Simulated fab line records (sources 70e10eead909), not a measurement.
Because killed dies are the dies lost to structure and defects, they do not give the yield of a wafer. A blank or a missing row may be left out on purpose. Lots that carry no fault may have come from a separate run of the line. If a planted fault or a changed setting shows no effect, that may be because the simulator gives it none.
Struck lot and sound lot, side by side + flow nandHarc + 42 out of 1159 route steps
Sound: wafers L363.1, L363.2, L363.3. The struck wafers were L371.2, L371.3, L371.6. The cause comes at the end.
Per side, at each step with rows, come the tool, then ch with its chambers, and then its first start. Under that, the readings that differ: sound wafers + struck wafers + difference of the means + sigmas: that difference in standard deviations of wafers without a fault.
alike: a reading whose means differ by less than 2 such deviations, as well as words and numbers matching on both sides. not compared: withheld readings; readings where some wafer has no value; bounds like >300 that might hide an equal value; numbers whose values overlap and for which the record gives no deviation.
A row with sigmas, a row that says differs or no value, or rows on one side alone: a step with any of these is where the two part. Non-overlapping numbers with no deviation appear without sigmas and do not part them. A reading missing from all wafers of one side parts the sides only when that side holds two or more wafers.

NHARC_A_CONTACT_ETCH_117: etches the open film in C4F8/O2/Ar, time 94 s, target depth 922 nm.
  sound on harCapEtch-03 ch 0,1, day 17 01:38; struck on harCapEtch-01 ch 0,1, day 18 21:52
  not compared: rfHoursCounterH
then, 6 steps without rows for these wafers: NHARC_A_CONTACT_ETCH_118 (etches the open film in C4F8/O2/Ar, time 94 s, target depth 922 nm); NHARC_A_CONTACT_ETCH_119 (etches the open film in C4F8/O2/Ar, time 94 s, target depth 922 nm); NHARC_A_CONTACT_ETCH_120 (etches the open film in C4F8/O2/Ar, time 94 s, target depth 922 nm); NHARC_A_CONTACT_ETCH_121 (etches the open film in C4F8/O2/Ar, time 94 s, target depth 922 nm); NHARC_A_CONTACT_ETCH_122 (etches the open film in C4F8/O2/Ar, time 95 s, target depth 930 nm); NHARC_A_CONTACT_ETCH_123 (etches the open film in C4F8/O2/Ar, time 253 s, target depth 1090 nm).
NHARC_A_CONTACT_ETCH_90: etches the open film in CH3F/O2, target depth 40 nm, time 85.7 s.
  sound on rieDiel-04 ch 1,2,3, day 17 02:47; struck on rieDiel-04 ch 1,2,3, day 18 23:00
| reading             | sound          | struck         | difference | sigmas |
|---------------------|----------------|----------------|------------|--------|
| oesProductAu (a.u.) | 1.01 0.99 1.01 | 0.92 0.93 0.91 | -0.08      | -2     |
  alike: ch3fFlowSccm, drypumpMotorCurrentA, mfcArSccm, rfFwdPowerW, rfVppV, showerheadPlenumPTorr, throttleValvePct
  not compared: rfHoursCounterH
NHARC_A_CONTACT_ETCH_96: etches the open film in C4F6/O2, target depth 20 nm, time 10 s.
  sound on rieDiel-04 ch 0,1,2; struck on rieDiel-04 ch 0,2
| reading             | sound             | struck            | difference | sigmas |
|---------------------|-------------------|-------------------|------------|--------|
| oesProductAu (a.u.) | 0.990 0.992 1.014 | 0.949 0.950 0.939 | -0.053     | -2     |
  alike: drypumpMotorCurrentA, mfcArSccm, rfFwdPowerW, rfVppV, showerheadPlenumPTorr, throttleValvePct
  not compared: rfHoursCounterH
NHARC_A_CONTACT_CD_MEAS_53:
  struck on cdSem-03, day 18 23:13; sound on cdSem-01, day 17 03:00
  alike: cdNm
then, 2 steps without rows for these wafers: NHARC_A_CONTACT_STRIP_99 (strips in N2/H2); NHARC_A_CONTACT_STRIP_100 (strips in CF4/CHF3).
NHARC_A_CONTACT_STRIP_101: strips in O2/COS.
  sound on rieDiel-04 ch 0,1,3, day 17 03:14; struck on rieDiel-04 ch 0,1,2, day 18 23:26
then, 4 steps without rows for these wafers: NHARC_A_CONTACT_ETCH_102 (etches the open film in CF4/O2, target depth 70 nm, overetch 7 nm, time 38.5 s); NHARC_A_CONTACT_STRIP_55 (strips in O2); NHARC_A_CONTACT_STRIP_56 (strips in post etch residue remover, time 600 s); NHARC_A_CONTACT_DEP_57 (deposits aC, target thk 2800 nm).
NHARC_A_CONTACT_DEP_58: deposits SiON, target thk 60 nm.
  sound on pecvd-01 ch 0,1,2, day 17 05:55; struck on pecvd-02 ch 1,2, day 19 05:20
  alike: heaterPowerW, rfFwdPowerW
then, 10 steps without rows for these wafers: NHARC_A_CONTACT_DEHYDRATE_59 (time 120 s); NHARC_A_CONTACT_HMDS_60 (time 30 s); NHARC_A_CONTACT_COAT_61 (time 75 s); NHARC_A_CONTACT_COAT_62 (time 65 s); NHARC_A_CONTACT_COAT_63 (resist thk 90 nm); NHARC_A_CONTACT_SOFTBAKE_64 (time 55 s); NHARC_A_CONTACT_EBR_65; NHARC_A_CONTACT_EXPOSE_66 (exposes mask A CC 2); NHARC_A_CONTACT_PEB_67 (peb time 65 s); NHARC_A_CONTACT_DEVELOP_68 (develop time 35 s).
NHARC_A_CONTACT_CD_MEAS_69: the cd target is 200 nm.
  sound on cdSem-01 ch 0, day 17 06:38; struck on cdSem-01 ch 0, day 19 06:03
  alike: cdNm
NHARC_A_CONTACT_OVL_MEAS_70:
  struck on overlay-01, day 19 06:08; sound on overlay-02, day 17 06:44
| reading         | sound          | struck      | difference | sigmas |
|-----------------|----------------|-------------|------------|--------|
| overlayXNm (nm) | -0.9 -1.1 -0.8 | 0.9 0.5 0.7 | +1.6       | +2     |
  alike: overlayYNm
then, 7 steps without rows for these wafers: NHARC_A_CONTACT_DESCUM_74 (chemistry O2, time 3 s); NHARC_A_CONTACT_ETCH_75 (etches the open film in CF4, target depth 39 nm, time 65 s); NHARC_A_CONTACT_ETCH_76 (etches the open film in N2/H2, target depth 260 nm, time 475.3 s); NHARC_A_CONTACT_ETCH_77 (etches the open film in CF4/CHF3, target depth 72.6 nm, time 36.3 s); NHARC_A_CONTACT_ETCH_78 (etches the open film in O2/COS, target depth 2800 nm, time 728 s); NHARC_A_CONTACT_ETCH_124 (etches the open film in C4F8/O2/Ar, time 140 s, target depth 700 nm); NHARC_A_CONTACT_ETCH_125 (etches the open film in C4F8/O2/Ar, time 155 s, target depth 956 nm).
NHARC_A_CONTACT_ETCH_126: etches the open film in C4F8/O2/Ar, time 155 s, target depth 956 nm.
  sound on harCapEtch-01 ch 0,1, day 17 08:21; struck on harCapEtch-01 ch 1, day 19 07:42
  not compared: rfHoursCounterH
then, 3 steps without rows for these wafers: NHARC_A_CONTACT_ETCH_127 (etches the open film in C4F8/O2/Ar, time 155 s, target depth 956 nm); NHARC_A_CONTACT_ETCH_128 (etches the open film in C4F8/O2/Ar, time 155 s, target depth 956 nm); NHARC_A_CONTACT_ETCH_129 (etches the open film in C4F8/O2/Ar, time 155 s, target depth 956 nm).
-- jump in the record: it breaks off in module A_CONTACT and resumes in module END (first step shown: number 1159 of the route), and 3 days separate the struck wafers' starts before and after --
NHARC_END_SORT_01:
  the record has rows for the struck wafers here (prober-01 ch 0, day 22 07:01) and none for the sound ones

WHERE THEY PART
Last at NHARC_END_SORT_01 as far as this record goes, first at NHARC_A_CONTACT_ETCH_90.

WHY: whatever the simulator had introduced
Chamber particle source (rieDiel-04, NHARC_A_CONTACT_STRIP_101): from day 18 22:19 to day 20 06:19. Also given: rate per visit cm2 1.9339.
